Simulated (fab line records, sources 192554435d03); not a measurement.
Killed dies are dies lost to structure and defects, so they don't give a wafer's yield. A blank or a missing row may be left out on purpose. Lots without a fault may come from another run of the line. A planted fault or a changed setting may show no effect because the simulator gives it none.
Chamber matching | flow n5_finfet | N5_BEOL_M0_STRIP_142 on rie_diel-02: 4 sister chambers
The step strips in N2/H2, time 10 s. 8 wafers are shown with their chamber, then 8 later ones without.

WAFERS WITH THEIR CHAMBER
wafer  | chamber | throttle_valve_pct (%) | drypump_motor_current_A (A)
L075.6 | 2       | 23.3                   | 6.0
L077.5 | 3       | 23.4                   | 5.7
L082.2 | 0       | 24.0                   | 5.9
L082.6 | 1       | 23.6                   | 6.3
L085.1 | 0       | 24.1                   | 5.9
L085.4 | 3       | 23.4                   | 5.6
L085.5 | 2       | 23.3                   | 6.0
L087.4 | 1       | 23.6                   | 6.3

WAFERS WITHOUT THEIR CHAMBER
wafer  | throttle_valve_pct (%) | drypump_motor_current_A (A)
L087.5 | 23.4                   | 6.0
L087.6 | 23.4                   | 5.6
L089.2 | 23.6                   | 6.3
L089.3 | 23.4                   | 6.0
L089.6 | 24.1                   | 5.9
L097.3 | 23.4                   | 5.6
L097.4 | 23.6                   | 6.3
L097.6 | 23.4                   | 6.0

WHICH CHAMBER EACH WENT THROUGH
wafer  | from the rows above | in truth
L087.5 | 2                   | 2
L087.6 | 3                   | 3
L089.2 | 1                   | 1
L089.3 | 2                   | 2
L089.6 | 0                   | 0
L097.3 | 3                   | 3
L097.4 | 1                   | 1
L097.6 | 2                   | 2
Placed correctly: 8 of 8. Can't be placed from these rows: 0. Placed wrongly: 0.
How it was worked out, from the rows above alone: a wafer's distance from a chamber is the root of the sum, over the readings, of the square of ((its reading less the chamber's mean) divided by the reading's scatter). The wafer belongs to the nearest chamber; if the next one is less than 2 further off, it can't be placed. A chamber's mean is the mean of its shown wafers. The scatter: the root of (the sum of the squares of (reading less its chamber's mean) over the shown wafers, divided by (wafers less chambers)).
